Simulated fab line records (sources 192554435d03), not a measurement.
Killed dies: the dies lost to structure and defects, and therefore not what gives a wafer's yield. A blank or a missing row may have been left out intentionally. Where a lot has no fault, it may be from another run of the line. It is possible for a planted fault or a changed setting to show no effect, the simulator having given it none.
A struck lot beside a sound one | flow n5 finfet | 15 out of 1938 route steps
Sound: wafers L597.1, L597.2, L597.6. Struck: wafers L608.1, L608.2. (L608.6 of the same lot was not struck and is left out.) The cause comes at the end.
Per side, at each step with rows, come the tool, then ch with its chambers, and then its first start. Under that, the readings that differ: sound wafers | struck wafers | difference of the means | sigmas: that difference in standard deviations of wafers without a fault.
alike: readings with means less than 2 such deviations apart, plus words and numbers identical on both sides. not compared: withheld readings, readings lacking a value on some wafer, bounds such as >300 that could conceal the same value, and numbers that have no deviation in the record and whose values overlap.
Wherever a step has rows on one side only, a row that says differs or no value, or a row with sigmas, the two part there. When numbers do not overlap yet have no deviation, they are printed without sigmas and do not part them. Lack of a reading on every wafer of one side parts them only where that side has two or more wafers.

first, 2 steps without rows for these wafers: N5_BEOL_M14_PRECLEAN_39 (cleans in residue remover, time 60 s); N5_BEOL_M14_SRD_40 (time 30 s, dry time 30 s).
N5_BEOL_M14_DEGAS_41: time 60 s.
  struck on pvd sputter-02, day 16 00:08; sound on pvd sputter-03, day 13 04:38
  alike: heater power w
then, 1 step without rows for these wafers: N5_BEOL_M14_PRE_CLEAN_42 (time 30 s).
N5_BEOL_M14_SPUTTER_43: material TaN, target thk 15 nm, time 24.19 s.
  struck on pvd sputter-02, day 16 00:13; sound on pvd sputter-03, day 13 04:43
  alike: bias v, substrate temp c, throttle valve pct
then, 1 step without rows for these wafers: N5_BEOL_M14_SPUTTER_44 (material Ta, target thk 15 nm, time 24.19 s).
N5_BEOL_M14_SPUTTER_45: material Cu, target thk 100 nm, time 16.67 s.
  struck on pvd sputter-02, day 16 00:23; sound on pvd sputter-03, day 13 04:53
  alike: bias v, substrate temp c, throttle valve pct
then, 1 step without rows for these wafers: N5_BEOL_M14_ECD_47 (material Cu, target thk 1248 nm).
N5_BEOL_M14_ANNEAL_48: time 90 s.
  sound on rtp anneal-01 ch 0, day 13 05:11; struck on rtp anneal-02 ch 0, day 16 00:47
  alike: wafer_temp_C_max
N5_BEOL_M14_CMP_49: polishes, stops on SiO2, t overpolish 5.2 s, target thk 560 nm.
  sound on cmp-02 ch 0,3, day 13 05:31; struck on cmp-03 ch 1,2, day 16 01:10
  alike: barrier field endpoint s, motor current A, overpolish run s, slurry flow ml min, time to endpoint s
  not compared: pad life wafers
N5_BEOL_M14_THK_MEAS_50: measures by xrf.
  struck on film metro-02, day 16 01:23; sound on film metro-02, day 13 05:46
  alike: M14_THK
then, 1 step without rows for these wafers: N5_BEOL_M14_PRE_CLEAN_52 (time 15 s).
N5_BEOL_M14_DEP_53: deposits SiCN from 3MS/NH3, target thk 50 nm, time 17.8 s.
  sound on pecvd-01 ch 0,1, day 13 05:50; struck on pecvd-03 ch 1,2, day 16 01:27
  reading                                   | sound        | struck    | difference | sigmas
  model.SiCN_of_BEOL_M14_DEP_53.thk nm (nm) | 50.4 50 50.4 | 51.2 51.6 | +1.1       |
  alike: showerhead plenum p Torr, throttle valve pct
  not compared: since wet clean h
N5_BEOL_M14_RS_MEAS_54: a four-point-probe measurement.
  struck on film metro-02, day 16 01:32; sound on film metro-02, day 13 05:54
  alike: M14_RS
N5_PASSIVATION_PROBE_49:
  rows exist in the record for the sound wafers here (prober-01, day 14 05:02), none for the struck ones

WHERE THEY PART
Within this record, at N5_PASSIVATION_PROBE_49 only.

WHY: the cause the simulator had injected
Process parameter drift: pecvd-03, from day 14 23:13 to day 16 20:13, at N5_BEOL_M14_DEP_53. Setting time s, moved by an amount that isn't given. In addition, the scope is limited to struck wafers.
